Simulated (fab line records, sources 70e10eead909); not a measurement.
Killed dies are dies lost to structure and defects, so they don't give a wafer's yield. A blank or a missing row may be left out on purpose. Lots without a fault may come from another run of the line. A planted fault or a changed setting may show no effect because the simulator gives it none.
Which tool did it? | flow nand_harc | 12 lots, 36 wafers sampled, at 6 steps of a route of 1302

WHAT THE GAUGES READ, wafer by wafer
NHARC_A_DECK1_JOINT_THK_MEAS_17: measures by ellipsometry.
lot  | measured     | on            | thk_nm (nm)
L733 | day 13 05:07 | film_metro-01 | 43.9 45.9 45.5
L735 | day 14 00:56 | film_metro-01 | 44.1 48.2 46.2
L737 | day 14 11:50 | film_metro-02 | 42.9 44.8 43.3
L738 | day 15 03:58 | film_metro-02 | 44.8 47.8 45.1
L743 | day 16 18:16 | film_metro-01 | 38.3 45.5 39.6 38.7 44.0 39.0
L742 | day 17 01:50 | film_metro-01 | 45.6 40.1 46.8 43.9 39.8 43.3
L744 | day 18 01:33 | film_metro-01 | 44.4 45.0 47.3
L749 | day 20 00:56 | film_metro-02 | 46.9 44.9 45.2
L750 | day 20 03:10 | film_metro-01 | 44.2 46.4 45.1
L752 | day 21 04:48 | film_metro-02 | 45.2 44.6 47.3
L753 | day 21 12:55 | film_metro-01 | 44.4 47.2 47.0
L754 | day 22 09:35 | film_metro-02 | 44.5 42.9 44.9

NHARC_A_ONON_D2_THK_MEAS_02: measures by ellipsometry.
lot  | measured     | on            | thk_nm (nm)
L733 | day 13 05:43 | film_metro-02 | 997 997 999
L735 | day 14 01:33 | film_metro-02 | 1018 1016 1017
L737 | day 14 12:26 | film_metro-02 | 1010 1008 1011
L738 | day 15 04:35 | film_metro-02 | 990 989 989
L743 | day 16 20:22 | film_metro-01 | 1007 1007 1008
L742 | day 17 07:53 | film_metro-01 | 1007 1006 1006
L744 | day 18 02:10 | film_metro-01 | 1003 1004 1002
L749 | day 20 01:34 | film_metro-01 | 1019 1018 1019
L750 | day 20 03:47 | film_metro-02 | 991 990 990
L752 | day 21 05:25 | film_metro-01 | 1002 1003 1001
L753 | day 21 13:31 | film_metro-01 | 1000 999 1000
L754 | day 22 10:11 | film_metro-01 | 1003 1004 1004

NHARC_A_ONON_D2_THK_MEAS_21: measures by ellipsometry.
lot  | measured     | on            | thk_nm (nm)
L733 | day 13 19:53 | film_metro-01 | 1011 1011 1012
L735 | day 14 10:14 | film_metro-02 | 975 973 974
L737 | day 15 01:29 | film_metro-01 | 993 991 991
L738 | day 15 15:10 | film_metro-02 | 1002 1003 1003
L743 | day 17 05:04 | film_metro-02 | 1014 1013 1012
L742 | day 17 17:11 | film_metro-02 | 1009 1006 1007
L744 | day 18 14:59 | film_metro-02 | 999 1000 999
L749 | day 20 12:22 | film_metro-02 | 1002 999 1002
L750 | day 20 12:22 | film_metro-01 | 993 994 994
L752 | day 21 20:05 | film_metro-02 | 993 992 992
L753 | day 21 23:45 | film_metro-01 | 1005 1003 1003
L754 | day 22 20:23 | film_metro-01 | 1016 1019 1017

NHARC_END_SORT_01.
lot  | measured     | on        | killed_at_array | killed_at_other | killed_at_periphery | killed_dies | killed_open | killed_short
L742 | day 29 07:35 | prober-02 | 87              | 1               | 2                   | 90          | 4           | 2

WHICH TOOL RAN EACH LOT (tool, then ch and the chambers of the sampled wafers, then the start)
lot  | NHARC_A_DECK1_JOINT_CMP_13    | NHARC_A_DECK1_JOINT_DEP_16
L733 | cmp-03 ch 0,3, day 12 06:32   | pecvd-03 ch 0,1, day 13 04:51
L735 | cmp-03 ch 1,2, day 12 23:11   | pecvd-03 ch 1,2, day 14 00:40
L737 | cmp-04 ch 1,2,3, day 13 12:39 | pecvd-02 ch 0,1, day 14 11:28
L738 | cmp-04 ch 0,1,3, day 14 04:53 | pecvd-04 ch 0,1,2, day 15 03:43
L743 | cmp-04 ch 0,1,3, day 15 18:55 | pecvd-02 ch 0,1, day 16 17:54
L742 | cmp-01 ch 0,1,2, day 15 22:53 | pecvd-02 ch 0,1, day 17 01:28
L744 | cmp-03 ch 0,3, day 16 15:51   | pecvd-03 ch 0,1, day 18 01:18
L749 | cmp-03 ch 2,3, day 18 22:32   | pecvd-03 ch 0,1, day 20 00:43
L750 | cmp-01 ch 0,1,2, day 19 05:11 | pecvd-03 ch 0,1,2, day 20 02:53
L752 | cmp-04 ch 0,1,2, day 20 01:58 | pecvd-02 ch 0,2, day 21 04:33
L753 | cmp-01 ch 0,1,2, day 20 10:23 | pecvd-02 ch 0,2, day 21 12:37
L754 | cmp-04 ch 0,1, day 21 08:27   | pecvd-03 ch 0,1,2, day 22 09:22
- NHARC_A_DECK1_JOINT_CMP_13: polishes, target thk 51.023 nm.
- NHARC_A_DECK1_JOINT_DEP_16: deposits SiO2, target thk 45 nm.

WHAT THE TOOLS THEMSELVES READ (means of the sampled wafers that have a number; where no wafer has one, the mark that the record gives instead)
NHARC_A_DECK1_JOINT_CMP_13.
lot  | tool   | edge_zone_pressure_frac | motor_current_A (A) | retaining_ring_pressure_frac | time_to_endpoint_s (s)
L733 | cmp-03 | 1.003                   | 11.7                | 0.995                        | 8.4
L735 | cmp-03 | 0.999                   | 11.1                | 0.997                        | 10.3
L737 | cmp-04 | 1.002                   | 11.2                | 1.004                        | 6.5
L738 | cmp-04 | 0.998                   | 11.3                | 1.000                        | 9.1
L743 | cmp-04 | 1.004                   | 11.0                | 1.003                        | 10.2
L742 | cmp-01 | 0.995                   | 12.6                | 1.005                        | 11.8
L744 | cmp-03 | 1.007                   | 11.8                | 1.003                        | 3.9
L749 | cmp-03 | 1.003                   | 12.1                | 1.003                        | 4.7
L750 | cmp-01 | 1.000                   | 13.0                | 0.998                        | 11.1
L752 | cmp-04 | 1.003                   | 11.0                | 1.001                        | 9.1
L753 | cmp-01 | 1.002                   | 12.8                | 0.998                        | 11.6
L754 | cmp-04 | 0.997                   | 11.2                | 0.992                        | 10.9

NHARC_A_DECK1_JOINT_DEP_16.
lot  | tool     | heater_power_w (W) | throttle_valve_pct (%)
L733 | pecvd-03 | 467                | 15.9
L735 | pecvd-03 | 580                | 15.4
L737 | pecvd-02 | 653                | 15.4
L738 | pecvd-04 | 682                | 15.6
L743 | pecvd-02 | 628                | 15.5
L742 | pecvd-02 | 614                | 15.2
L744 | pecvd-03 | 466                | 15.8
L749 | pecvd-03 | 432                | 15.7
L750 | pecvd-03 | 527                | 15.6
L752 | pecvd-02 | 499                | 16.0
L753 | pecvd-02 | 523                | 16.2
L754 | pecvd-03 | 491                | 15.8

THE ANSWER, worked out from the rows above alone
Rule: what is usual is taken from the lots themselves. Put in order of their means at a reading, lots are off if they are a third of the lots or fewer, leave a main group of 4 or more, and stand apart from it by a gap of 3 or more times the standard deviation of the main group's means; of several such gaps the widest counts. A main group whose means are all the same, to the digits that the tables above print for the reading, isn't used. A lot without any number at a reading at which 4 lots or more have one is off too. The other lots that the step has rows for count as sound. The gauges are gone through in route order, then the tools' own readings, and for those a lot's mean is taken as printed above. The first step at which some lot is off is used, and at that step the reading that is off furthest; a lot without a number counts as furthest.
No lot is off at any reading shown: from this, nothing can be told.

WHAT THE SIMULATOR HAD PUT IN
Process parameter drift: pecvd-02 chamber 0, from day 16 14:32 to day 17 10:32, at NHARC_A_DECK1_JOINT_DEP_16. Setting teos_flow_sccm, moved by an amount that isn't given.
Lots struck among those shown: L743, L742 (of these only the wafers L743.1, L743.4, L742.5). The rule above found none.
